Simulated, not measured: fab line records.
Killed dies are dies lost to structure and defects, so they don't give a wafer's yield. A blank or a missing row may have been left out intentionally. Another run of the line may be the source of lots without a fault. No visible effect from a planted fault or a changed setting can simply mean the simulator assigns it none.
fab line records	flow nand_harc
[record] lots = 12	wafers = 35	last_day = 34
route steps=1302 shown A_STAIRCASE@870 A_SGD_CUT@910 A_SLIT@938
lots that met no fault: from a run of the same line without faults
start_h: hours from the record's opening day to when the first of the lot's shown wafers began	wait_h: time in hours since the lot's previous step	" identical to the entry in the row above	L1.1+2: a single row standing in for several wafers	- value missing, or start not given	* or withheld: withheld	< > ~ a bound
route shown NAME@n: names a module that has steps shown in the file, with the first one's number in the route	usual: mean and standard deviation over wafers with no fault	same: alike in all rows	chamber/n: place in a boat	sites: the reading at each site	_std_site: the standard deviation of these	_edge_site: outer sites' mean less inner sites'	radius_mm: how far each site lies from the wafer's centre	mask NAME#n: copy n	behind: the last tool/chamber to shape the wafer	hold: why the lot went on hold/how many hours it stayed there/how the hold came to an end	device: names the non-switching transistor (n, p or np)	end of line: at the end of the route, the tests of the same wafers	a step with no rows: only its recipe	killed: count of dies lost to structure and defects at first sort (not the wafer's yield)	map: dies across one wafer; x = killed, . = not, _ = none there
set.NAME: the setting as run; set.NAME@STEP: as run at that earlier step	model.NAME: the simulator's own value behind a step, which no gauge read
one table for each step of the route and one row for each wafer, over a sample of lots
services: when a tool's chamber went out of use (start_h, in hours from the record's first day, below 0 if earlier), for how many hours, and the reason
[[steps]]
[step NHARC_A_STAIRCASE_ETCH_444]
[recipe] target_depth_a = 2.04e+05	time_s = 6800	c4f8_flow_sccm = 20	o2_flow_sccm = 10	ar_flow_sccm = withheld	rf_w = 600	bias_w = 1000	chemistry = C4F8/O2
[usual] oes_product_au = 0.934/0.018	rf_vpp_V = 806/4.3
lot.wafer	tool	chamber	start_h	wait_h	oes_product_au	rf_hours_counter_h	rf_vpp_V
L115.3	rie_diel-12	0	425.85	0.1	0.922	41	804
L115.5	"	0	427.74	1.9	0.920	-	805
L115.6	"	1	"	"	0.921	-	802
L116.2	rie_diel-08	1	444.63	0.1	0.963	23	803
L116.4	"	3	"	"	0.949	21	810
L116.5	"	2	447.01	2.4	0.946	-	811
L118.1	rie_diel-07	1	459.32	1.0	0.931	52	802
L118.4	"	2	"	"	0.946	49	806
L118.5	"	3	"	"	0.926	-	801
L121.2	rie_diel-12	1	473.72	0.5	0.953	9	804
L121.3	"	2	"	"	0.964	7	809
L121.4	"	3	"	"	0.958	8	809
L119.2	rie_diel-08	0	474.01	0.6	0.915	35	799
L119.3	"	1	"	"	0.942	37	802
L119.4	"	2	"	"	0.938	33	809
L123.1	rie_diel-12	2	511.24	0.1	0.934	18	811
L123.4	"	3	"	"	0.914	18	809
L123.6	"	2	513.16	1.9	0.931	-	811
L126.1	rie_diel-07	1	546.70	1.0	0.938	16	803
L126.4	"	2	"	"	0.924	19	806
L126.5	"	0	"	"	0.922	-	803
L127.4	rie_diel-07	3	552.88	0.2	0.949	25	801
L127.1	"	0	"	"	0.946	23	805
L127.3	"	2	"	"	0.939	24	806
L129.1	rie_diel-08	0	567.20	0.1	0.984	4	815
L129.5	"	0	569.05	1.9	0.987	-	815
L129.6	"	1	"	"	0.975	-	802
L132.2	rie_diel-07	2	603.01	0.1	0.926	37	805
L132.3	"	0	"	"	0.937	41	803
L132.5	"	2	"	"	0.930	-	805
L136.2	rie_diel-12	1	640.41	1.5	0.938	2	802
L136.4	"	1	642.30	3.4	0.940	-	802
L138.4	rie_diel-08	0	680.80	0.1	0.970	46	816
L138.1	"	1	"	"	0.952	44	801
L138.5	"	0	682.69	1.9	0.980	-	814
[step NHARC_A_SGD_CUT_STRIP_17]
[recipe] o2_flow_sccm = 500	ar_flow_sccm = 0	bias_w = 0	chemistry = O2
[usual] drypump_motor_current_A = 5.6/0.37	oes_product_au = 1.000/0.015	rf_vpp_V = 57.8/0.9	showerhead_plenum_p_Torr = 3.51/0.12	throttle_valve_pct = 17.036/0.0086
lot.wafer	tool	chamber	start_h	wait_h	drypump_motor_current_A	oes_product_au	rf_hours_counter_h	rf_vpp_V	showerhead_plenum_p_Torr	throttle_valve_pct
L115.3	rie_diel-01	1	-	-	5.5	0.994	6	57.7	3.54	17.037
L115.6	"	1	"	"	5.5	0.985	-	59.3	3.54	17.034
L115.5	"	3	"	"	5.3	1.007	-	57.6	3.72	17.030
L116.4	rie_diel-11	1	-	-	6.1	1.010	1	57.5	3.47	17.040
L116.2	"	2	"	"	5.3	0.990	1	58.1	3.55	17.040
L116.5	"	0	"	"	5.8	1.005	-	57.9	3.57	17.026
L118.1	rie_diel-11	3	-	-	5.4	1.002	2	57.4	3.43	17.019
L118.4	"	0	"	"	5.8	1.005	2	56.7	3.57	17.044
L118.5	"	0	"	"	5.7	0.993	-	57.3	3.57	17.044
L121.3	rie_diel-02	0	-	-	5.1	0.981	4	58.6	3.43	17.040
L121.2	"	1	"	"	6.1	1.001	4	56.0	3.32	17.055
L121.4	"	3	"	"	5.8	1.011	4	58.3	3.69	17.035
L119.3	rie_diel-11	3	-	-	5.3	1.012	3	58.0	3.43	17.036
L119.4	"	0	"	"	5.8	1.007	2	57.8	3.57	17.031
L119.2	"	1	"	"	6.1	1.013	3	58.6	3.47	17.014
L123.4	rie_diel-01	3	-	-	5.4	0.995	16	57.2	3.71	17.028
L123.1	"	2	"	"	5.3	0.980	16	56.7	3.35	17.049
L123.6	"	3	"	"	5.4	1.000	-	58.8	3.71	17.039
L126.1	rie_diel-11	1	-	-	6.1	1.000	6	56.7	3.47	17.026
L126.4	"	3	"	"	5.4	1.007	6	58.7	3.43	17.046
L126.5	"	2	"	"	5.3	0.991	-	58.6	3.54	17.031
L127.1	rie_diel-02	2	-	-	5.5	1.000	8	58.6	3.66	17.040
L127.3	"	3	"	"	5.8	0.997	9	57.8	3.69	17.036
L127.4	"	0	"	"	5.1	0.959	9	58.0	3.43	17.042
L129.1	rie_diel-11	3	-	-	5.3	1.022	7	57.0	3.43	17.023
L129.6	"	1	"	"	6.1	1.008	-	59.2	3.47	17.035
L129.5	"	2	"	"	5.3	0.991	-	57.9	3.54	17.041
L132.2	rie_diel-01	0	-	-	6.3	1.005	3	57.9	3.41	17.042
L132.3	"	1	"	"	5.6	0.984	2	57.3	3.54	17.029
L132.5	"	3	"	"	5.3	0.995	-	58.6	3.71	17.038
L136.4	rie_diel-01	1	-	-	5.5	0.977	5	55.9	3.53	17.031
L136.2	"	0	"	"	6.3	1.000	6	58.3	3.41	17.040
L138.1	rie_diel-11	0	-	-	5.8	1.023	3	57.4	3.56	17.034
L138.5	"	1	"	"	6.1	1.016	-	56.4	3.46	17.043
L138.4	"	0	"	"	5.8	1.024	-	59.3	3.56	17.037
[step NHARC_A_SGD_CUT_DEP_20]
[recipe] target_thk_a = 1500	temp_c = 65	material = SiO2
lot.wafer	tool	chamber	start_h	wait_h
L115.3+5+6	fcvd-02	1,1,0	435.19	-
L116.2+4+5	fcvd-01	1,1,0	454.30	-
L118.1+4+5	fcvd-02	1	467.64	-
L121.2+4+3	fcvd-01	1,1,0	482.38	-
L119.2+4+3	fcvd-02	1,1,0	482.65	-
L123.1+4+6	fcvd-01	0,1,1	520.41	-
L126.1+4+5	fcvd-02	0,1,0	554.81	-
L127.1+4+3	fcvd-01	1,0,1	561.95	-
L129.1+5+6	fcvd-01	1,0,1	576.22	-
L132.2+3+5	fcvd-02	0,1,1	612.09	-
L136.2+4	fcvd-01	1,0	649.30	-
L138.1+4+5	fcvd-02	1,0,1	689.89	-
[step NHARC_A_SGD_CUT_THK_MEAS_22]
[recipe] thk_meas_gauge = ellipsometry
[usual] thk_nm = 148.1/1.5
lot.wafer	tool	chamber	start_h	wait_h	thk_nm
L115.3	film_metro-02	-	440.41	0.2	150.2
L115.5	"	-	"	"	145.5
L115.6	"	-	"	"	149.6
L116.2	film_metro-02	-	459.58	0.2	149.2
L116.4	"	-	"	"	148.8
L116.5	"	-	"	"	147.7
L118.1	film_metro-01	-	473.55	0.2	147.2
L118.4	"	-	"	"	147.9
L118.5	"	-	"	"	146.8
L119.2	film_metro-02	-	487.65	0.2	145.6
L119.3	"	-	"	"	149.0
L119.4	"	-	"	"	151.4
L121.2	film_metro-01	-	487.65	0.2	144.6
L121.3	"	-	"	"	149.2
L121.4	"	-	"	"	146.5
L123.1	film_metro-01	-	525.05	0.2	148.2
L123.4	"	-	"	"	143.7
L123.6	"	-	"	"	144.8
L126.1	film_metro-01	-	560.05	0.2	150.8
L126.4	"	-	"	"	148.5
L126.5	"	-	"	"	148.5
L127.1	film_metro-02	-	566.96	0.2	149.6
L127.3	"	-	"	"	149.1
L127.4	"	-	"	"	148.9
L129.1	film_metro-01	-	581.11	0.2	149.8
L129.5	"	-	"	"	148.9
L129.6	"	-	"	"	148.2
L132.2	film_metro-01	-	616.97	0.2	147.3
L132.3	"	-	"	"	149.7
L132.5	"	-	"	"	148.1
L136.2	film_metro-02	-	653.25	0.2	147.4
L136.4	"	-	"	"	139.3
L138.1	film_metro-01	-	695.16	0.2	150.0
L138.4	"	-	"	"	148.4
L138.5	"	-	"	"	147.2
[step NHARC_A_SLIT_ETCH_15]
[recipe] target_depth_a = 62000	over_etch_frac = 0.3	time_s = 1612	ion_energy_ev = 150	o2_flow_sccm = 400	cos_flow_sccm = 20	ar_flow_sccm = 0	rf_w = 500	bias_w = 300	chemistry = O2/COS
[usual] drypump_motor_current_A = 5.6/0.57	oes_product_au = 1.003/0.012	rf_vpp_V = 313.8/1.7	showerhead_plenum_p_Torr = 3.10/0.095	throttle_valve_pct = 28.329/0.0086
lot.wafer	tool	chamber	start_h	wait_h	drypump_motor_current_A	oes_product_au	rf_hours_counter_h	rf_vpp_V	showerhead_plenum_p_Torr	throttle_valve_pct
L115.3	rie_diel-10	2	-	-	5.1	1.017	1.2	315.5	3.23	28.335
L115.5	"	2	"	"	5.0	1.028	-	316.6	3.23	28.328
L115.6	"	3	"	"	5.2	0.990	-	315.5	3.16	28.311
L116.2	rie_diel-05	1	-	-	5.7	1.006	3.0	314.9	3.16	28.324
L116.5	"	3	"	"	6.6	1.006	-	313.7	3.01	28.327
L116.4	"	0	"	"	6.3	1.011	-	313.3	3.06	28.333
L118.4	rie_diel-05	0	-	-	6.3	1.000	4.3	312.9	3.06	28.324
L118.1	"	3	"	"	6.7	1.000	4.3	312.0	3.01	28.337
L118.5	"	1	"	"	5.7	0.993	-	314.0	3.16	28.321
L121.3	rie_diel-05	1	-	-	5.7	0.999	6.1	314.6	3.16	28.339
L121.2	"	3	"	"	6.7	1.005	5.8	312.2	3.01	28.344
L121.4	"	0	"	"	6.3	0.997	6.0	314.0	3.06	28.341
L119.2	rie_diel-05	0	-	-	6.3	1.008	6.6	312.9	3.06	28.328
L119.3	"	2	"	"	6.0	1.000	5.9	316.4	3.25	28.343
L119.4	"	3	"	"	6.6	1.011	6.3	313.2	3.01	28.329
L123.1	rie_diel-09	2	-	-	5.4	0.997	1.0	311.9	3.00	28.326
L123.4	"	3	"	"	5.5	1.007	1.0	313.9	3.05	28.323
L123.6	"	0	"	"	6.0	1.009	-	313.8	3.12	28.346
L126.1	rie_diel-10	1	-	-	4.9	0.981	7.1	315.2	3.09	28.337
L126.4	"	3	"	"	5.2	1.005	7.6	315.8	3.16	28.328
L126.5	"	1	"	"	4.9	0.974	-	313.3	3.09	28.316
L127.4	rie_diel-05	0	-	-	6.3	1.001	11.0	312.2	3.05	28.338
L127.3	"	1	"	"	5.7	1.006	11.3	314.2	3.16	28.324
L127.1	"	2	"	"	6.0	0.998	10.0	315.7	3.24	28.320
L129.1	rie_diel-10	3	-	-	5.2	1.006	9.5	314.1	3.16	28.327
L129.6	"	3	"	"	5.3	1.016	-	314.8	3.16	28.344
L129.5	"	0	"	"	5.3	1.003	-	311.5	2.92	28.327
L132.3	rie_diel-10	3	-	-	5.2	1.018	0.6	313.9	3.16	28.342
L132.2	"	0	"	"	5.3	1.008	0.6	311.7	2.92	28.310
L132.5	"	0	"	"	5.3	1.011	-	311.4	2.92	28.346
L136.4	rie_diel-05	3	-	-	6.6	0.994	5.0	312.1	3.00	28.322
L136.2	"	0	"	"	6.3	0.999	4.3	313.6	3.05	28.318
L138.4	rie_diel-10	0	-	-	5.3	1.021	6.0	310.2	2.92	28.317
L138.1	"	2	"	"	5.1	1.006	6.0	313.6	3.22	28.327
L138.5	"	1	"	"	4.9	1.007	-	314.6	3.09	28.325
[[services]]
tool	chamber	start_h	hours	kind
rie_diel-05	-	406.90	9.0	pm
rie_diel-10	-	419.50	9.0	pm
rie_diel-10	2	430.70	2.5	repair
rie_diel-11	-	432.57	9.0	pm
rie_diel-11	2	443.41	9.8	repair
fcvd-02	-	450.00	13.0	pm
rie_diel-05	2	464.38	2.4	repair
rie_diel-11	0	468.71	3.9	repair
fcvd-01	-	482.86	3.2	repair
fcvd-01	-	488.74	0.9	repair
fcvd-02	-	517.45	6.1	repair
fcvd-01	1	537.21	4.2	repair
fcvd-01	-	547.94	13.0	pm
rie_diel-05	0	580.32	37.0	repair
fcvd-02	-	582.44	0.7	repair
rie_diel-05	-	584.10	9.0	pm
fcvd-01	-	605.62	1.1	repair
rie_diel-11	-	609.57	9.0	pm
fcvd-01	-	614.00	0.8	repair
rie_diel-05	1	624.08	2.5	repair
fcvd-02	-	631.00	13.0	pm
fcvd-01	-	687.09	0.8	repair
rie_diel-11	2	689.41	4.6	repair
fcvd-02	0	692.77	13.0	repair
[[key]]
[first_sign] step = NHARC_A_SGD_CUT_THK_MEAS_22	reading = thk_nm	direction = down	sigmas = 5.8	usual = 148.1	struck = 139.3
effect none on later readings
met_at NHARC_A_SGD_CUT_DEP_20
struck_lots L136
struck_wafers L136.4
tester_left_out L136
not_acting_at NHARC_A_STAIRCASE_ETCH_444,NHARC_A_SGD_CUT_STRIP_17,NHARC_A_SLIT_ETCH_15
onset_between 576.22 649.30
[fault] kind = process_parameter_drift	tool = fcvd-01	chamber = -	onset_h = 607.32	steps = NHARC_A_SGD_CUT_DEP_20	channel = target_thk_a	offset = *	shape = step	end_h = 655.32	scope = struck_wafers_only	acts_in = *	stated = *
// tester_left_out: of these lots the tester's yield and bins aren't shown, on N5 and GAA mostly nor the transistor test; their killed dies are dies lost to structure and defects alone, not to doping, threshold or leakage, so they don't give the yield
